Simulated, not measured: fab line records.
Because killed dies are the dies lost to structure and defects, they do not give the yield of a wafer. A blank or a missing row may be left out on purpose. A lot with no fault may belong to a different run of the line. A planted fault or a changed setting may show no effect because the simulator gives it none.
Comparing a struck lot with a sound one / flow n5_finfet / 23 steps out of a route of 1938
Sound: wafers L270.1, L270.3, L270.6. Wafers L259.1, L259.3, L259.5 were the ones struck. At the end, the cause is stated.
For every step that has rows: the tool of each side, followed by ch and its chambers, followed by its first start. Under that, the readings that differ: sound wafers / struck wafers / difference of the means / sigmas: that difference in standard deviations of wafers without a fault.
alike: readings with means less than 2 such deviations apart, plus words and numbers identical on both sides. not compared: withheld readings, readings lacking a value on some wafer, bounds such as >300 that could conceal the same value, and numbers that have no deviation in the record and whose values overlap.
Wherever a step has rows on one side only, a row that says differs or no value, or a row with sigmas, the two part there. Numbers that don't overlap but have no deviation are shown without sigmas and don't part them. A reading missing from all wafers of one side parts the sides only when that side holds two or more wafers.

first, 9 steps without rows for these wafers: N5_DUMMY_GATE_EXPOSE_12 (exposes mask GATE, target cd 25 nm); N5_DUMMY_GATE_PEB_13 (peb time 60 s); N5_DUMMY_GATE_DEVELOP_14 (develop time 30 s); N5_DUMMY_GATE_DESCUM_20 (chemistry O2, time 6.2 s); N5_DUMMY_GATE_ETCH_29 (etches underlayer in N2/H2, target depth 13 nm); N5_DUMMY_GATE_ETCH_36 (etches SiARC in CF4, target depth 13 nm); N5_DUMMY_GATE_ETCH_37 (etches SOC in N2/H2, target depth 60 nm, overetch 30 nm); N5_DUMMY_GATE_STRIP_38 (strips in N2/H2); N5_DUMMY_GATE_STRIP_39 (strips in N2/H2).
N5_DUMMY_GATE_TRIM_49: chemistry O2, time 29 s, target cd 14 nm.
  sound on rie_si-04 ch 0,2,3, day 8 08:41; struck on rie_si-04 ch 0,1, day 5 14:05
reading=oes_product_au (a.u.); sound=0.961 0.982 0.993; struck=0.727 0.747 0.733; difference=-0.243; sigmas=-12
reading=model.DUMMY_GATE.cd_nm (nm); sound=13.8 14.4 14.4; struck=18 18 17.6; difference=+4; sigmas=
  alike: drypump_motor_current_A, rf_fwd_power_W, throttle_valve_pct
  not compared: rf_hours_counter_h
then, 1 step without rows for these wafers: N5_DUMMY_GATE_STRIP_40 (strips in CF4).
N5_DUMMY_GATE_CD_MEAS_50: target cd 14 nm.
  sound on cd_sem-02 at day 8 08:50; struck on cd_sem-01 at day 5 14:14
reading=cd_nm (nm); sound=13.8 14.2 14.2; struck=18.3 17.8 17.6; difference=+3.8; sigmas=+10
then, 6 steps without rows for these wafers: N5_DUMMY_GATE_ETCH_31 (etches SiO2 in C4F6/O2, target depth 82.5 nm, time 27.5 s); N5_DUMMY_GATE_STRIP_41 (strips in O2); N5_DUMMY_GATE_HM_OPEN_21 (chemistry CH3F/O2, target SiNx, target depth 120 nm, time 171.4 s); N5_DUMMY_GATE_ETCH_32 (etches SiO2 in CF4, target depth 3.5 nm, time 3.9 s); N5_DUMMY_GATE_ETCH_23 (etches poly-Si in HBr/Cl2/O2, target depth 41 nm, time 22.3 s); N5_DUMMY_GATE_ETCH_44 (etches poly-Si in HBr/O2, stops on SiO2, target depth 127.5 nm).
N5_DUMMY_GATE_CD_MEAS_24: target cd 15 nm.
  sound on cd_sem-03 at day 8 09:20; struck on cd_sem-02 at day 5 14:44
reading=cd_nm (nm); sound=14.8 15.5 15.4; struck=19.0 18.7 18.4; difference=+3.5; sigmas=+8
N5_DUMMY_GATE_ETCH_42: etches SiO2 in CHF3/O2, target depth 3.5 nm, time 31 s.
  sound on rie_diel-03 ch 0,3, day 8 09:23; struck on rie_diel-02 ch 0,2,3, day 5 14:47
reading=model.DUMMY_GATE.cd_nm (nm); sound=14.6 15.4 15.4; struck=19 18.6 18.2; difference=+3; sigmas=
  alike: drypump_motor_current_A, oes_product_au, rf_fwd_power_W, rf_vpp_V, showerhead_plenum_p_Torr, throttle_valve_pct
  not compared: rf_hours_counter_h
then, 1 step without rows for these wafers: N5_DUMMY_GATE_STRIP_48 (strips in N2/H2, time 20 s).
N5_BEOL_M4_RC_MEAS_101:
  the record has rows for the sound wafers here (prober-01 ch 0, day 14 01:37) and none for the struck ones
-- the record jumps here: 11 days lie between the struck wafers' starts before and after (it left off in module BEOL_M4 and takes up again in module PASSIVATION, whose first step shown is number 1936 of the route) --
N5_PASSIVATION_PROBE_49:
  rows exist in the record for the struck wafers here (prober-02, day 16 07:55), but not for the sound ones

== WHERE THEY PART ==
Last at N5_PASSIVATION_PROBE_49 as far as this record goes, first at N5_DUMMY_GATE_TRIM_49.

WHY: the cause the simulator had injected
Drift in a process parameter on rie_si-04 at N5_DUMMY_GATE_TRIM_49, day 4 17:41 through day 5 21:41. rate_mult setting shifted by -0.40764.
